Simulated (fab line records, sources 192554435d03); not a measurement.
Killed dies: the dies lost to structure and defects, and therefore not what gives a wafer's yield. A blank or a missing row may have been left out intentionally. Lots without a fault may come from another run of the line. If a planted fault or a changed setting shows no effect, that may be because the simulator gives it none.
Chamber matching -- flow n5-finfet -- rie-diel-01 running N5_BEOL_M3_STRIP_19: 4 sister chambers
The step strips in O2. 8 wafers are shown with their chamber, then 9 later ones without.

WAFERS PAIRED WITH THEIR CHAMBERS
wafer,chamber,drypump-motor-current-A (A),throttle-valve-pct (%)
L079.5,1,5.8,16.65
L088.4,0,6.1,16.80
L088.5,1,5.8,16.72
L093.1,2,6.0,16.22
L093.5,3,5.4,16.99
L090.2,0,6.1,16.82
L090.4,3,5.4,17.00
L090.6,2,6.1,16.24

WAFERS WITH NO CHAMBER GIVEN
wafer,drypump-motor-current-A (A),throttle-valve-pct (%)
L095.3,6.1,16.84
L095.4,5.8,16.73
L095.6,5.8,16.75
L096.2,6.0,16.26
L096.4,5.8,16.77
L096.6,5.4,17.01
L097.1,5.4,17.01
L097.2,6.1,16.85
L097.6,6.1,16.84

EACH ONE'S CHAMBER
wafer,from the rows above,in truth
L095.3,0,0
L095.4,1,1
L095.6,1,1
L096.2,2,2
L096.4,1,1
L096.6,3,3
L097.1,3,3
L097.2,0,0
L097.6,0,0
9 of 9 placed correctly. Number that these rows cannot place: 0. Placed wrongly: 0.
How it was worked out, from the rows above alone: a wafer's distance from a chamber is the root of the sum, over the readings, of the square of ((its reading less the chamber's mean) divided by the reading's scatter). The wafer belongs to the nearest chamber; if the next one is less than 2 further off, it can't be placed. The mean given for a chamber averages the wafers shown for that chamber. How the scatter is found: for the shown wafers, subtract from each reading the mean of its chamber, square and add these, divide the total by (wafers less chambers), then take the root.
